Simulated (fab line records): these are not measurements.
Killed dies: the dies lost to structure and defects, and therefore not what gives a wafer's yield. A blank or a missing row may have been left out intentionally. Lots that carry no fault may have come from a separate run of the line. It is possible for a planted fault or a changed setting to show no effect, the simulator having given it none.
Problem report, 8D (eight disciplines) form, completed by code ; flow nandHarc ; the parts of the form that need people (team, actions taken, sign-off) are left out

## 1. WHAT WENT WRONG
Wafers without a fault read 0.930 a.u., standard deviation 0.019; oesProductAu at NHARC_A_STAIRCASE_ETCHBACK_416 reads a mean of 0.792 a.u. on 2 wafers belonging to 2 lots. That is -7.2 standard deviations from the usual mean.
The step: etches the open film in C4F8/O2/Ar, target depth 36 nm, time 7.2 s.
Earliest sighting: wafer L974.4 on rieDiel-13 at day 21 19:46. The record holds 42 wafers of 14 lots with a number at this step. By rule, "out" or "out of limits" means more than 4 standard deviations away from the usual mean. Any other wafer with a number is counted as sound.

## 2. WHAT IT IS, WHAT IT ISN'T
question;is;is not
which readings at this step;oesProductAu;rfVppV
which lots;L974, L975;L963, L964, L965, L966, L967, L979, L980, L981, L982, L983, L984, L985
which wafers of those lots;L974.4, L975.6;L974.1, L974.2, L975.1, L975.3
read on which tools;rieDiel-13;rieDiel-09, rieDiel-11
when;from day 21 19:46;"up to then (17 sound wafers); but 23 sound wafers of L975, L979, L980, L981, L982, L983, L984, L985 came after"

## 3. WHAT RULES OUT EACH SUSPECT
Counting: any tool at a process step up to the reading remains a suspect provided it ran every lot that is out. Sound lots after the first of them don't rule it out here, since some wafers of a struck lot are sound.
- rieDiel-11 at NHARC_A_STAIRCASE_STRIP_295 (strips in O2): kept. It processed each lot that is out (first: L974, day 21 19:46); up to then, its last sound lot is L967 (day 19 01:16). NHARC_A_STAIRCASE_STRIP_295 gives no start for some lots, so the hours and the order of its lots are those of NHARC_A_STAIRCASE_ETCHBACK_416.
- rieDiel-13 at NHARC_A_STAIRCASE_ETCHBACK_416 (etches the open film in C4F8/O2/Ar, target depth 36 nm, time 7.2 s): kept. It processed each lot that is out (first: L974, day 21 19:46); up to then, its last sound lot is L966 (day 19 09:28). On those wafers its own readings are out: oesProductAu.
- Within rieDiel-11 at NHARC_A_STAIRCASE_STRIP_295: the wafers that are out ran in chamber 1; their sound lot-mates ran in chambers 0, 2, 3.
- Within rieDiel-13 at NHARC_A_STAIRCASE_ETCHBACK_416: the wafers that are out ran in chamber 0; their sound lot-mates ran in chambers 1, 2, 3.
The count leaves rieDiel-13 at NHARC_A_STAIRCASE_ETCHBACK_416 and rieDiel-11 at NHARC_A_STAIRCASE_STRIP_295.

## 4. THE CAUSE (what the simulator had put in)
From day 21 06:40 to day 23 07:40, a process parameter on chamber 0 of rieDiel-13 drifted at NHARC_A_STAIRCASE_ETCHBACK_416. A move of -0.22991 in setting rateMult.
Counting leaves 2 suspects; this tool is one of them.

## 5. THE EFFECT CHAIN, in route order
Each row: a reading whose mean over the struck wafers that have a number lies more than 3 standard deviations from the usual. Readings are gone through only where the record gives a usual standard deviation; hours: the median, over the lots, of the time from a lot's start at the first step in this table giving one to that lot's start at this step; sigmas: the change measured in usual standard deviations.
hours;step;reading;usual;on struck wafers;change;sigmas
0;NHARC_A_STAIRCASE_ETCHBACK_416;oesProductAu;0.930 a.u.;0.792;-0.138;-7.2
The process steps in it:
- NHARC_A_STAIRCASE_ETCHBACK_416: etches the open film in C4F8/O2/Ar, target depth 36 nm, time 7.2 s.

## 6. WHAT WOULD HAVE CAUGHT IT SOONER
In this record the first reading out of limits was taken at day 21 19:46, 13 hours after the fault began at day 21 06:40.
